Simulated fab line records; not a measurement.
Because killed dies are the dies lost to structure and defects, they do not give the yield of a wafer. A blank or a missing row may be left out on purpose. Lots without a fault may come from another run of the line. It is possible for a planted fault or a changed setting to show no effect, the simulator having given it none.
Chamber matching -- flow n5_finfet -- N5_BEOL_M5_ETCH_61 on rie_diel-06 has 4 sister chambers
The step etches SiARC in CF4, target depth 15.6 nm, time 26 s. 8 wafers are shown with their chamber, then 8 later ones without.

WAFERS, EACH WITH ITS CHAMBER
wafer,chamber,throttle_valve_pct (%),showerhead_plenum_p_Torr (Torr)
L077.4,0,15.56,2.09
L075.6,1,15.09,2.17
L082.4,3,15.67,2.26
L082.5,2,16.02,2.14
L084.1,0,15.62,2.08
L084.5,2,16.03,2.13
L084.6,1,15.13,2.16
L088.2,3,15.68,2.26

WAFERS WITHOUT THEIR CHAMBER
wafer,throttle_valve_pct (%),showerhead_plenum_p_Torr (Torr)
L088.5,15.12,2.16
L088.6,15.62,2.08
L091.1,16.07,2.13
L091.3,15.70,2.26
L091.4,15.13,2.16
L096.1,16.07,2.13
L096.2,15.15,2.16
L096.4,15.71,2.25

CHAMBER TAKEN BY EACH
wafer,from the rows above,in truth
L088.5,1,1
L088.6,0,0
L091.1,2,2
L091.3,3,3
L091.4,1,1
L096.1,2,2
L096.2,1,1
L096.4,3,3
Correctly placed: 8 of 8. From these rows, 0 cannot be placed. 0 placed wrongly.
How it was worked out, from the rows above alone: a wafer's distance from a chamber is the root of the sum, over the readings, of the square of ((its reading less the chamber's mean) divided by the reading's scatter). The wafer belongs to the nearest chamber; if the next one is less than 2 further off, it can't be placed. Each chamber's mean is taken over the wafers shown for it. The scatter is the square root of a quotient: the sum, over the shown wafers, of each reading's squared deviation from its chamber's mean, divided by wafers minus chambers.
